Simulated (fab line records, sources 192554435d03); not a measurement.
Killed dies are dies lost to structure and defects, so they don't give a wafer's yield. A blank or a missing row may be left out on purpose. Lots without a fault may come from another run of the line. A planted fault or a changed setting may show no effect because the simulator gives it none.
Split-lot experiment | flow n5_finfet | 7 lots, 21 wafers read, on a route of 1938 steps

THE SPLIT
At N5_BEOL_M10_COAT_63 (time 60 s, resist thk 100 nm), the setting spin_rpm was moved away from the recipe's 1500 rpm on 5 of the 21 wafers read, by -9.9% to +10.1%. The other wafers ran this setting at the recipe's value.

FROM THE SPLIT TO THE READING: what the file shows between them, 7 steps
- N5_BEOL_M10_PEB_26: peb time 60 s (also split here: peb_time_s)
- N5_BEOL_M10_DEVELOP_27: develop time 30 s
- N5_BEOL_M10_CD_MEAS_28: target cd 70 nm
- N5_BEOL_M10_DESCUM_33: chemistry O2, time 7.9 s
- N5_BEOL_M10_ETCH_65: etches SiARC in CF4, target depth 39 nm, time 65 s
- N5_BEOL_M10_ETCH_66: etches SOC in N2/H2, target depth 120 nm, overetch 24 nm, time 180 s
- N5_BEOL_M10_STRIP_69: strips in N2/H2

THE READING
SOC_of_BEOL_M10_COAT_63.thk_nm (the simulator's own value, which no gauge read), in nm, at N5_BEOL_M10_VIA_ETCH_34 (etches SiCOH lowk in C4F6/O2, target depth 184.5 nm, time 69.2 s). The file gives no usual value for it. The 16 wafers here that ran the recipe average 91.9 nm, standard deviation 0.22 nm.

wafer  | tool, chamber at the split | spin_rpm as run, rpm | against the recipe | SOC_of_BEOL_M10_COAT_63.thk_nm, nm | against lot-mates on the recipe
L074.1 | litho_track-01, 0          | 1500                 | recipe             | 92                                 | -
L074.3 | litho_track-01, 0          | 1500                 | recipe             | 92                                 | -
L074.2 | litho_track-01, 0          | 1352                 | -9.9%              | 98                                 | +6.0
L076.2 | litho_track-03, 0          | 1500                 | recipe             | 92                                 | -
L076.3 | litho_track-03, 0          | 1500                 | recipe             | 92                                 | -
L076.6 | litho_track-03, 0          | 1500                 | recipe             | 91.8                               | -
L080.1 | litho_track-01, 0          | 1500                 | recipe             | 91.8                               | -
L080.3 | litho_track-01, 0          | 1500                 | recipe             | 91.4                               | -
L080.6 | litho_track-01, 0          | 1500                 | recipe             | 92                                 | -
L078.4 | litho_track-03, 0          | 1500                 | recipe             | 92.2                               | -
L078.6 | litho_track-03, 0          | 1500                 | recipe             | 92.2                               | -
L078.5 | litho_track-03, 0          | 1500                 | recipe             | 91.8                               | -
L084.1 | litho_track-02, 0          | 1500                 | recipe             | 91.8                               | -
L084.2 | litho_track-02, 0          | 1500                 | recipe             | 92                                 | -
L084.4 | litho_track-02, 0          | 1500                 | recipe             | 92                                 | -
L089.2 | litho_track-01, 0          | 1500                 | recipe             | 91.4                               | -
L089.4 | litho_track-01, 0          | 1603                 | +6.9%              | 88                                 | -3.4
L089.6 | litho_track-01, 0          | 1603                 | +6.9%              | 88.2                               | -3.2
L093.2 | litho_track-03, 0          | 1500                 | recipe             | 91.8                               | -
L093.5 | litho_track-03, 0          | 1652                 | +10.1%             | 86.8                               | -5.0
L093.6 | litho_track-03, 0          | 1652                 | +10.1%             | 87.2                               | -4.6

THE FIT
A straight line over all 21 wafers: SOC_of_BEOL_M10_COAT_63.thk_nm changes by -0.537 nm for each +1% of spin_rpm; r = -0.99; the points scatter about the line by 0.33 nm.
The same after taking each lot's own level away (the mean of its wafers on the recipe; 21 wafers): -0.515 nm for each +1%; r = -0.99; scatter 0.28 nm.
On that fit, the largest move of spin_rpm shifts the reading by 5.2 nm.
The lots' own levels span 91.40 to 92.07 nm, that is 3.0 times the standard deviation above.
So the lot-to-lot level changes the slope little: the two slopes agree.
Check: with one of the wafers moved furthest among these (+10.1%) left out of the fit, the line predicts -5.15 nm for it against its lot-mates. It came out at -5 nm against them.

OTHER SPLITS ON THESE WAFERS
These wafers also went through other splits before the reading. Each is held against what the fit with the lots' levels taken away leaves over:
other split on the same wafers | wafers away from the commonest value | r with SOC_of_BEOL_M10_COAT_63.thk_nm (lot level and that fit taken away)
N5_BEOL_M7_ETCH_41 source_w    | 5                                    | -0.22
N5_BEOL_M8_COAT_22 spin_rpm    | 5                                    | -0.23
N5_BEOL_M9_COAT_22 spin_rpm    | 8                                    | +0.03
N5_BEOL_M9_ETCH_66 time_s      | 3                                    | +0.02
N5_BEOL_M10_PEB_26 peb_time_s  | 6                                    | -0.03

THE WHOLE CHAIN: every reading that the file lists as answering this split, in the file's order
step                    | what it does                                                         | reading                                                                         | change (the file's fit)               | r (the file's)
N5_BEOL_M10_COAT_63     | time 60 s, resist thk 100 nm                                         | SOC_of_BEOL_M10_COAT_63.thk_nm (the simulator's own value, which no gauge read) | -0.515 nm for each +1% of the setting | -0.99
N5_BEOL_M10_ETCH_66     | etches SOC in N2/H2, target depth 120 nm, overetch 24 nm, time 180 s | etch.depth_nm (the simulator's own value, which no gauge read)                  | -0.51 nm for each +1% of the setting  | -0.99
N5_BEOL_M10_VIA_ETCH_34 | etches SiCOH lowk in C4F6/O2, target depth 184.5 nm, time 69.2 s     | SOC_of_BEOL_M10_COAT_63.thk_nm (the simulator's own value, which no gauge read) | -0.528 nm for each +1% of the setting | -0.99

THE FILE'S OWN FIT
SOC_of_BEOL_M10_COAT_63.thk_nm changes by -0.528 nm for each +1% of spin_rpm, r = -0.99.
